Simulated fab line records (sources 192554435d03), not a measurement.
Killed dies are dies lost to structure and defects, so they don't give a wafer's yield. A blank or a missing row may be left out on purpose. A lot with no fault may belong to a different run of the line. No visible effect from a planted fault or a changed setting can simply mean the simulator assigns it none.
fab line records ; flow n5-finfet
record: lots: 9; wafers: 26; last-day: 19
route steps=1938 shown BEOL_M4@1060 PASSIVATION@1936
lots with no fault: from the same line, run without faults
start-h: hours from the record's first day to the start of the lot's first wafer shown ; wait-h: hours from the lot's prior step to this one ; " unchanged from the row above ; L1.1+2: a single row standing in for several wafers ; - no value, or no start given ; * or withheld: withheld ; < > ~ a bound
route shown NAME@n: NAME is a module with steps in the file, n the number in the route of the first one ; usual: mean/standard deviation of fault-free wafers ; same: alike in all rows ; chamber/n: place in a boat ; sites: the reading at each site ; _std_site: how widely they spread, as a standard deviation ; _edge_site: mean of outer sites minus mean of inner sites ; radius-mm: for every site, how far away it sits from the centre of the wafer ; mask NAME#n: copy n ; behind: tool/chamber where the wafer was last shaped ; hold: the reason the lot was held/the length of the hold in hours/how it ended ; device: names the non-switching transistor (n, p or np) ; end of line: the route-end tests of the same wafers ; for a step that has no rows: nothing shown but its recipe ; killed: dies lost to structure and defects at the first sort, not the wafer's yield ; map: per-die view of a wafer (x killed, . not killed, _ where there is no die)
set.NAME: the setting the step ran with; set.NAME@STEP: the setting that earlier step ran with ; model.NAME: the simulator's own value behind a step, which no gauge read
route steps across a sampled set of lots; one table per step, one row per wafer
services: from which hour (start-h, from the record's first day; less than 0 if before it) a tool's chamber was out of use, for how many hours, and why
== steps ==
step: N5_BEOL_M4_ETCH_77
recipe: chemistry: N2/H2; target: underlayer; target-depth-a: 65; mask-material: CAR-EUV; time-s: 5.2; ion-energy-ev: 200; pressure-mtorr: 30; source-w: 840; bias-w: 150; n2-flow-sccm: 200; h2-flow-sccm: 200; ends: cleared
usual: drypump-motor-current-A: 5.8/0.5; etch-rf-on-time-s: 5.18/0.12; h2-flow-sccm: 200.0/0.51; n2-flow-sccm: 200.0/0.61; oes-product-au: 0.67/0.054; rf-vpp-V: 522.8/2.9; showerhead-plenum-p-Torr: 2.50/0.097; throttle-valve-pct: 17.78/0.24
lot.wafer;tool;chamber;start-h;wait-h;drypump-motor-current-A;etch-rf-on-time-s;h2-flow-sccm;n2-flow-sccm;oes-product-au;rf-hours-counter-h;rf-vpp-V;showerhead-plenum-p-Torr;throttle-valve-pct
L585.1;rie-diel-01;1;186.02;0.0;6.5;5.14;199.2;200.0;0.71;52;522.6;2.50;17.61
L585.4;rie-diel-01;0;186.02;0.0;6.2;5.39;200.6;199.8;0.65;146;520.9;2.43;17.85
L585.6;rie-diel-01;0;186.02;0.0;6.2;5.40;199.7;200.3;0.65;-;520.8;2.43;17.83
L586.1;rie-diel-01;3;189.25;0.0;5.1;5.18;199.8;200.8;0.66;166;518.7;2.32;17.50
L586.2;rie-diel-01;1;189.25;0.0;6.5;5.12;200.4;200.2;0.71;53;522.9;2.50;17.62
L586.6;rie-diel-01;2;189.25;0.0;5.4;5.25;199.5;200.5;0.61;-;524.2;2.62;17.97
L589.2;rie-diel-03;2;202.77;0.0;6.7;5.12;199.8;198.6;0.71;65;524.7;2.58;17.88
L589.3;rie-diel-03;0;202.77;0.0;6.0;5.20;200.6;200.8;0.69;79;523.4;2.47;18.03
L589.6;rie-diel-03;3;202.77;0.0;5.6;5.22;201.3;198.6;0.59;-;526.9;2.61;18.41
L593.1;rie-diel-01;3;245.00;0.0;5.2;5.21;199.2;199.6;0.63;185;518.7;2.31;17.56
L593.3;rie-diel-01;1;245.00;0.0;6.5;5.06;199.8;200.5;0.70;70;522.3;2.49;17.62
L593.4;rie-diel-01;0;245.00;0.0;6.2;5.39;199.2;200.1;0.64;165;520.7;2.42;17.91
L596.4;rie-diel-01;2;289.38;0.0;5.5;5.26;199.9;200.3;0.58;238;527.9;2.61;18.03
L596.6;rie-diel-01;2;289.38;0.0;5.4;5.23;199.5;200.1;0.59;-;525.8;2.61;18.03
L587.3;rie-diel-01;0;301.57;0.0;6.2;5.42;198.8;199.5;0.61;181;520.4;2.42;17.92
L587.4;rie-diel-01;3;301.57;0.0;5.1;5.19;199.6;199.4;0.62;201;521.0;2.30;17.60
L587.6;rie-diel-01;0;301.57;0.0;6.2;5.31;199.7;198.9;0.62;-;520.0;2.42;17.89
L601.2;rie-diel-05;0;305.03;0.0;5.4;5.19;199.9;200.9;0.70;88;521.1;2.56;17.77
L601.4;rie-diel-05;1;305.03;0.0;6.2;5.16;200.1;200.0;0.74;50;523.5;2.46;17.62
L601.6;rie-diel-05;0;305.03;0.0;5.4;5.18;199.2;199.6;0.69;-;524.6;2.56;17.75
L604.2;rie-diel-01;3;333.61;0.0;5.2;5.08;200.3;200.7;0.62;213;518.0;2.30;17.61
L604.4;rie-diel-01;3;333.61;0.0;5.1;5.12;200.1;200.5;0.61;-;514.8;2.30;17.62
L604.6;rie-diel-01;0;333.61;0.0;6.3;5.37;199.4;200.0;0.62;-;521.6;2.41;17.92
L607.2;rie-diel-05;3;337.27;0.0;5.6;5.16;200.3;199.9;0.72;50;520.2;2.46;17.44
L607.5;rie-diel-05;2;337.27;0.0;5.7;4.96;200.4;198.8;0.61;-;525.8;2.62;18.10
L607.6;rie-diel-05;1;337.27;0.0;6.2;5.15;200.4;199.1;0.74;-;523.3;2.46;17.63
step: N5_BEOL_M4_ALD_98
recipe: material: SiO2; target-thk-a: 25; temp-c: 100; ald-precursor-family: BDEAS; ald-co-reactant: O2-plasma; pulse-time-s: 1; co-reactant-pulse-time-s: 1; purge-time-s: 2; co-reactant-purge-time-s: 2; ald-cycles: 17; pressure-torr: 2
usual: heater-power-w: 76/8; precursor-pulse-height-rel: 0.999/0.019
same: purge-time-s: 2
lot.wafer;tool;chamber;start-h;wait-h;heater-power-w;precursor-pulse-height-rel
L585.1;ald-sin-04;1;186.43;0.4;65;1.025
L585.4;ald-sin-04;3;186.43;0.4;86;0.999
L585.6;ald-sin-04;0;186.43;0.4;72;1.005
L586.1;ald-sin-01;2;189.40;0.1;80;0.975
L586.2;ald-sin-01;0;189.40;0.1;69;1.038
L586.6;ald-sin-01;2;189.40;0.1;79;1.017
L589.2;ald-sin-04;0;203.04;0.2;72;1.026
L589.3;ald-sin-04;2;203.04;0.2;81;0.977
L589.6;ald-sin-04;2;203.04;0.2;83;0.995
L593.1;ald-sin-04;1;245.16;0.1;65;1.015
L593.3;ald-sin-04;3;245.16;0.1;86;0.964
L593.4;ald-sin-04;2;245.16;0.1;82;0.999
L596.4;ald-sin-04;3;289.48;0.1;85;0.990
L596.6;ald-sin-04;2;289.48;0.1;83;0.988
L587.3;ald-sin-02;2;301.67;0.1;70;0.986
L587.4;ald-sin-02;3;301.67;0.1;87;1.016
L587.6;ald-sin-02;2;301.67;0.1;69;0.990
L601.2;ald-sin-02;1;305.24;0.2;74;0.996
L601.4;ald-sin-02;2;305.24;0.2;70;0.966
L601.6;ald-sin-02;1;305.24;0.2;77;1.021
L604.2;ald-sin-04;0;333.71;0.1;73;1.004
L604.4;ald-sin-04;2;333.71;0.1;82;1.023
L604.6;ald-sin-04;1;333.71;0.1;65;0.962
L607.2;ald-sin-02;2;337.42;0.1;68;1.013
L607.5;ald-sin-02;2;337.42;0.1;68;0.990
L607.6;ald-sin-02;3;337.42;0.1;84;0.995
step: N5_BEOL_M4_VIA_ETCH_34
recipe: chemistry: C4F6/O2; target-depth-a: 694; mask-material: SOC; pressure-mtorr: 15; ion-energy-ev: 250; taper-deg: 4; time-s: 65.9; source-w: 350; bias-w: 170; Ar_flow_sccm: 300; C4F6_flow_sccm: 10; O2_flow_sccm: 10
usual: drypump-motor-current-A: 5.9/0.5; oes-product-au: 0.79/0.069; rf-vpp-V: 659/12; showerhead-plenum-p-Torr: 2.80/0.11; throttle-valve-pct: 30.69/0.28
lot.wafer;tool;chamber;start-h;wait-h;drypump-motor-current-A;oes-product-au;rf-hours-counter-h;rf-vpp-V;showerhead-plenum-p-Torr;throttle-valve-pct
L585.1;rie-diel-01;2;188.72;0.0;5.5;0.71;207;680;2.93;30.76
L585.4;rie-diel-01;0;188.72;0.0;6.2;0.77;147;645;2.73;30.86
L585.6;rie-diel-01;1;188.72;0.0;6.4;0.85;-;650;2.77;30.38
L586.1;rie-diel-03;0;193.50;0.0;6.0;0.83;76;663;2.76;30.93
L586.2;rie-diel-03;3;193.50;0.0;5.6;0.68;240;682;2.92;31.35
L586.6;rie-diel-03;2;193.50;0.0;6.7;0.83;-;643;2.90;31.07
L589.2;rie-diel-01;0;235.57;0.0;6.2;0.74;161;644;2.72;30.89
L589.3;rie-diel-01;1;235.57;0.0;6.5;0.81;66;648;2.77;30.40
L589.6;rie-diel-01;2;235.57;0.0;5.4;0.70;-;681;2.93;30.78
L593.1;rie-diel-01;3;271.73;0.0;5.1;0.73;192;661;2.59;30.23
L593.3;rie-diel-01;0;271.73;0.0;6.2;0.75;172;645;2.72;30.88
L593.4;rie-diel-01;2;271.73;0.0;5.5;0.48;232;681;2.92;30.73
L596.4;rie-diel-01;3;290.98;0.0;5.1;0.51;198;660;2.59;30.21
L596.6;rie-diel-01;3;290.98;0.0;5.1;0.72;-;660;2.59;30.25
L587.3;rie-diel-05;0;302.36;0.0;5.4;0.80;87;651;2.90;30.98
L587.4;rie-diel-05;3;302.36;0.0;5.6;0.86;38;659;2.79;30.50
L587.6;rie-diel-05;0;302.36;0.0;5.4;0.80;-;651;2.90;30.97
L601.2;rie-diel-03;3;309.87;0.0;5.6;0.91;16;682;2.91;31.01
L601.4;rie-diel-03;1;309.87;0.0;6.5;0.80;78;649;2.87;30.48
L601.6;rie-diel-03;2;309.87;0.0;6.7;0.79;-;644;2.88;31.12
L604.2;rie-diel-05;1;335.50;0.0;6.2;0.86;60;661;2.77;30.55
L604.4;rie-diel-05;3;335.50;0.0;5.5;0.85;49;660;2.79;30.53
L604.6;rie-diel-05;3;335.50;0.0;5.6;0.84;-;661;2.79;30.49
L607.2;rie-diel-03;0;338.33;0.0;6.0;0.78;113;662;2.75;30.96
L607.5;rie-diel-03;3;338.33;0.0;5.6;0.91;-;684;2.91;31.00
L607.6;rie-diel-03;0;338.33;0.0;6.0;0.78;-;663;2.75;30.97
step: N5_BEOL_M4_ETCH_41
recipe: chemistry: CH3F/O2; target: SiCN; target-depth-a: 299; taper-deg: 2; time-s: 52.5; ion-energy-ev: 120; mask-material: TiN; pressure-mtorr: 30; source-w: 395; bias-w: 75; Ar_flow_sccm: 150; CH3F_flow_sccm: 30; O2_flow_sccm: 20
usual: drypump-motor-current-A: 5.9/0.5; oes-product-au: 0.79/0.069; rf-vpp-V: 296.7/1.7; showerhead-plenum-p-Torr: 1.97/0.078; throttle-valve-pct: 16.30/0.2
lot.wafer;tool;chamber;start-h;wait-h;drypump-motor-current-A;oes-product-au;rf-hours-counter-h;rf-vpp-V;showerhead-plenum-p-Torr;throttle-valve-pct
L585.1;rie-diel-01;2;-;-;5.4;0.71;207;299.4;2.06;16.48
L585.4;rie-diel-01;0;-;-;6.2;0.76;147;297.2;1.92;16.43
L585.6;rie-diel-01;1;-;-;6.4;0.83;-;296.7;1.95;15.94
L586.1;rie-diel-03;0;-;-;6.0;0.83;76;297.4;1.94;16.33
L586.2;rie-diel-03;3;-;-;5.6;0.69;240;297.9;2.06;16.89
L586.6;rie-diel-03;2;-;-;6.7;0.84;-;297.0;2.04;16.48
L589.2;rie-diel-01;0;-;-;6.2;0.75;161;296.3;1.91;16.44
L589.3;rie-diel-01;1;-;-;6.4;0.82;66;297.6;1.95;15.96
L589.6;rie-diel-01;2;-;-;5.4;0.69;-;299.4;2.06;16.50
L593.1;rie-diel-01;3;-;-;5.1;0.73;192;294.0;1.82;16.17
L593.3;rie-diel-01;0;-;-;6.2;0.74;172;293.8;1.91;16.48
L593.4;rie-diel-01;2;-;-;5.4;0.68;232;297.3;2.06;16.54
L596.4;rie-diel-01;3;-;-;5.1;0.72;198;295.2;1.81;16.20
L596.6;rie-diel-01;3;-;-;5.1;0.73;-;293.6;1.81;16.21
L587.3;rie-diel-05;0;-;-;5.4;0.80;87;298.1;2.04;16.30
L587.4;rie-diel-05;3;-;-;5.6;0.86;39;296.2;1.96;16.00
L587.6;rie-diel-05;0;-;-;5.3;0.80;-;297.0;2.04;16.31
L601.2;rie-diel-03;3;-;-;5.6;0.92;16;298.0;2.05;16.44
L601.4;rie-diel-03;1;-;-;6.4;0.80;78;297.3;2.02;16.15
L601.6;rie-diel-03;2;-;-;6.7;0.80;-;298.5;2.03;16.53
L604.2;rie-diel-05;1;-;-;6.1;0.86;60;295.8;1.95;16.20
L604.4;rie-diel-05;3;-;-;5.5;0.85;49;295.3;1.96;16.00
L604.6;rie-diel-05;3;-;-;5.5;0.84;-;296.1;1.96;16.02
L607.2;rie-diel-03;0;-;-;6.0;0.78;113;296.2;1.93;16.41
L607.5;rie-diel-03;3;-;-;5.6;0.92;-;297.1;2.05;16.44
L607.6;rie-diel-03;0;-;-;6.0;0.78;-;296.4;1.93;16.41
step: N5_BEOL_M4_RC_MEAS_101
usual: DIBL_N: 36.0/1.7; DIBL_P: 36.2/1.9; IOFF_N: 0.154/0.028; IOFF_P: 0.21/0.036; ION_N: 675/11; ION_P: 463/8.3; SS_N: 71.4/0.63; SS_P: 73.2/0.55; VT_N: 250.2/3; VT_P: -251/3.7
lot.wafer;tool;chamber;start-h;wait-h;DIBL_N[mV/V];DIBL_P[mV/V];IOFF_N[nA/um];IOFF_P[nA/um];ION_N[uA/um];ION_P[uA/um];SS_N[mV/dec];SS_P[mV/dec];VT_N[mV];VT_P[mV]
L585.1;prober-02;0;192.80;0.0;37.5;37.4;0.178;0.29;673;469;71.7;73.6;248.0;-242
L585.4;prober-02;0;192.80;0.0;34.2;33.4;0.133;0.23;672;475;70.0;73.3;251.1;-245
L585.6;prober-02;0;192.80;0.0;36.4;35.8;0.157;0.26;666;468;71.2;73.5;253.0;-243
L586.1;prober-01;0;197.44;0.0;35.0;33.2;0.116;0.17;670;455;71.2;73.0;252.2;-252
L586.2;prober-01;0;197.44;0.0;38.3;38.5;0.186;0.26;688;474;72.9;73.9;245.6;-247
L586.6;prober-01;0;197.44;0.0;39.0;38.7;0.196;0.26;700;477;72.4;73.9;245.2;-246
L589.2;prober-02;0;239.69;0.2;37.7;38.6;0.180;0.23;685;477;71.5;73.7;249.5;-247
L589.3;prober-02;0;239.69;0.2;38.0;38.8;0.185;0.23;679;467;72.4;73.4;246.9;-248
L589.6;prober-02;0;239.69;0.2;34.4;34.9;0.128;0.17;671;462;71.1;72.3;252.7;-250
L593.1;prober-01;0;276.31;0.0;32.5;32.9;0.102;0.15;657;452;70.8;71.7;255.7;-254
L593.3;prober-01;0;276.31;0.0;35.8;37.7;0.158;0.21;673;465;71.1;73.0;249.3;-248
L593.4;prober-01;0;276.31;0.0;33.1;34.8;0.113;0.17;662;463;70.6;72.3;252.1;-254
L596.4;prober-01;0;297.98;0.5;36.0;36.2;0.148;0.17;669;449;71.4;73.2;251.7;-256
L596.6;prober-01;0;297.98;0.5;37.3;37.9;0.170;0.20;677;454;71.6;73.6;249.3;-255
L587.3;prober-01;0;307.21;0.3;34.5;35.1;0.143;0.19;664;458;71.8;73.2;250.0;-254
L587.4;prober-01;0;307.21;0.3;36.8;38.3;0.181;0.23;683;470;71.7;74.0;249.0;-251
L587.6;prober-01;0;307.21;0.3;37.0;39.3;0.202;0.26;688;469;72.3;73.5;244.7;-247
L601.2;prober-01;0;316.01;0.2;35.8;35.0;0.147;0.18;667;456;71.2;73.4;253.0;-254
L601.4;prober-01;0;316.01;0.2;34.4;34.3;0.138;0.18;684;466;71.4;73.2;249.5;-255
L601.6;prober-01;0;316.01;0.2;33.4;32.6;0.119;0.16;667;449;71.3;72.6;257.5;-255
L604.2;prober-01;0;340.00;0.2;35.2;32.4;0.128;0.17;662;459;70.8;72.1;256.1;-253
L604.4;prober-01;0;340.00;0.2;33.8;32.5;0.107;0.17;669;462;70.2;72.8;258.0;-255
L604.6;prober-01;0;340.00;0.2;36.6;35.7;0.150;0.22;673;466;71.1;72.9;251.3;-248
L607.2;prober-01;0;344.31;0.2;36.7;35.6;0.158;0.24;666;465;71.5;73.4;252.7;-247
L607.5;prober-01;0;344.31;0.2;37.2;37.2;0.174;0.26;677;471;71.2;73.7;247.7;-243
L607.6;prober-01;0;344.31;0.2;36.0;34.8;0.164;0.23;686;477;71.5;73.0;248.4;-247
step: N5_PASSIVATION_PROBE_49
usual: defect-limited-yield: 90.9/1.4; killed_at_M0_to_M3: 38/11; killed_at_M4_up: 13/5.9; killed-at-contacts: 14/6.4; killed-at-front-end: 38/11; killed-at-other: 3.3/2.5; killed-dies: 107/16; killed-open: 70/12; killed-short: 35/7.7; sort_bin_5_function: 5.3/0.94; sort_bin_6_memory: 3.5/0.7; sort_bin_8_speed: 0.00/0.007; sort-n-pass: 1073/16; sort-yield-pct: 90.9/1.4
same: gross-dies: 1180; killed-at-back-side: 0; sort_bin_4_leakage[%]: 0
lot.wafer;tool;chamber;start-h;wait-h;defect-limited-yield[%];killed_at_M0_to_M3;killed_at_M4_up;killed-at-contacts;killed-at-front-end;killed-at-other;killed-dies;killed-open;killed-short;sort_bin_5_function[%];sort_bin_6_memory[%];sort_bin_8_speed[%];sort-n-pass;sort-yield-pct[%]
L593.1;prober-01;-;395.12;0.0;91.2;48;15;9;23;9;104;63;40;5.0;3.5;0.08;1075;91.1
L593.3;prober-01;-;395.22;0.1;90.4;46;14;13;37;3;113;86;26;6.2;3.3;0;1067;90.4
L593.4;prober-01;-;395.27;0.2;89.7;33;48;9;28;3;121;52;36;6.9;3.1;0;1059;89.7
L596.4;prober-01;-;407.18;0.2;86.9;55;56;14;29;1;155;80;37;9.6;3.4;0;1025;86.9
L596.6;prober-01;-;407.28;0.3;90.0;45;20;18;31;4;118;82;36;5.9;3.6;0;1062;90.0
killed by level:class
L593.1 BEOL_M0_SAQP:geometric-particle:short=11 BEOL_M2:geometric-particle:open=10 BEOL_M3:geometric-particle:open=10 MOL_CONTACT_COAG:geometric-particle:open=8 BEOL_M4:geometric-particle:open=6 FIN_SAQP:geometric-particle:open=5 GATE_CUT:geometric-particle:short=5 BEOL_M0_SAQP:geometric-particle:open=5
L593.3 BEOL_M2:geometric-particle:open=13 BEOL_M3:geometric-particle:open=13 MOL_CONTACT_COAG:geometric-particle:open=12 BEOL_M4:geometric-particle:open=8 DUMMY_GATE:geometric-particle:open=7 STI_FIN_REVEAL:geometric-particle:open=6 GATE_CUT:geometric-particle:short=5 BEOL_M0_SAQP:geometric-particle:short=5
L593.4 BEOL_M4:area-etch=31 BEOL_M0_SAQP:geometric-particle:short=9 BEOL_M3:geometric-particle:open=8 BEOL_M2:geometric-particle:open=7 MOL_CONTACT_COAG:geometric-particle:open=5 BEOL_M5:geometric-particle:open=5 FIN_SAQP:geometric-particle:short=4 MOL_CONTACT_COAG:geometric-particle:short=4
L596.4 BEOL_M4:area-etch=38 MOL_CONTACT_COAG:geometric-particle:open=12 BEOL_M0:geometric-particle:open=12 BEOL_M4:geometric-particle:open=12 BEOL_M3:geometric-particle:open=11 BEOL_M0_SAQP:geometric-particle:open=10 GATE_CUT:geometric-particle:short=8 BEOL_M0_SAQP:geometric-particle:short=7
L596.6 MOL_CONTACT_COAG:geometric-particle:open=14 FIN_SAQP:geometric-particle:short=12 BEOL_M2:geometric-particle:open=9 BEOL_M3:geometric-particle:open=9 FIN_SAQP:geometric-particle:open=8 BEOL_M0_SAQP:geometric-particle:open=7 BEOL_M0:geometric-particle:open=6 BEOL_M4:geometric-particle:open=6
== services ==
tool;chamber;start-h;hours;kind
ald-sin-02;-;176.75;14.0;pm
ald-sin-02;0;176.75;14.0;vent-cycle
ald-sin-02;1;176.75;14.0;vent-cycle
ald-sin-02;2;176.75;14.0;vent-cycle
ald-sin-02;3;176.75;14.0;vent-cycle
ald-sin-02;0;190.75;-;clean
ald-sin-02;1;190.75;-;clean
ald-sin-02;2;190.75;-;clean
ald-sin-02;1;218.77;4.4;repair
rie-diel-03;3;227.88;-;clean
rie-diel-03;3;227.88;-;consumable-replace:focus-ring
rie-diel-03;3;227.88;18.7;scheduled-down
rie-diel-03;3;227.88;18.7;vent-cycle
rie-diel-05;2;229.83;7.1;repair
ald-sin-02;-;243.96;2.3;repair
ald-sin-01;-;244.06;1.3;repair
ald-sin-04;-;270.20;6.0;pm
ald-sin-01;2;276.38;17.0;repair
ald-sin-01;1;292.81;2.0;repair
rie-diel-03;-;322.81;14.6;pm
rie-diel-01;2;329.64;-;clean
rie-diel-01;2;329.64;-;consumable-replace:focus-ring
rie-diel-01;2;329.64;14.3;scheduled-down
rie-diel-01;2;329.64;14.3;vent-cycle
== key ==
first-sign: step: N5_BEOL_M4_VIA_ETCH_34; reading: oes-product-au; direction: down; sigmas: 4.3; usual: 0.79; struck: 0.49
effect: step: N5_PASSIVATION_PROBE_49; reading: killed_at_M4_up; direction: up; sigmas: 6.6; usual: 13; struck: 52
more-kills-born-at: N5_BEOL_M4_VIA_ETCH_34@rie-diel-01: 69
met-at N5_BEOL_M4_VIA_ETCH_34
struck-lots L593,L596
struck-wafers L593.4,L596.4
not-acting-at N5_BEOL_M4_ETCH_77,N5_BEOL_M4_ALD_98,N5_BEOL_M4_ETCH_41
onset-between 235.57 271.73
fault: kind: process-parameter-drift; tool: rie-diel-01; chamber: -; onset-h: 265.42; steps: N5_BEOL_M4_VIA_ETCH_34; channel: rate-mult; offset: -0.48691; shape: step; end-h: 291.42; scope: struck-wafers-only
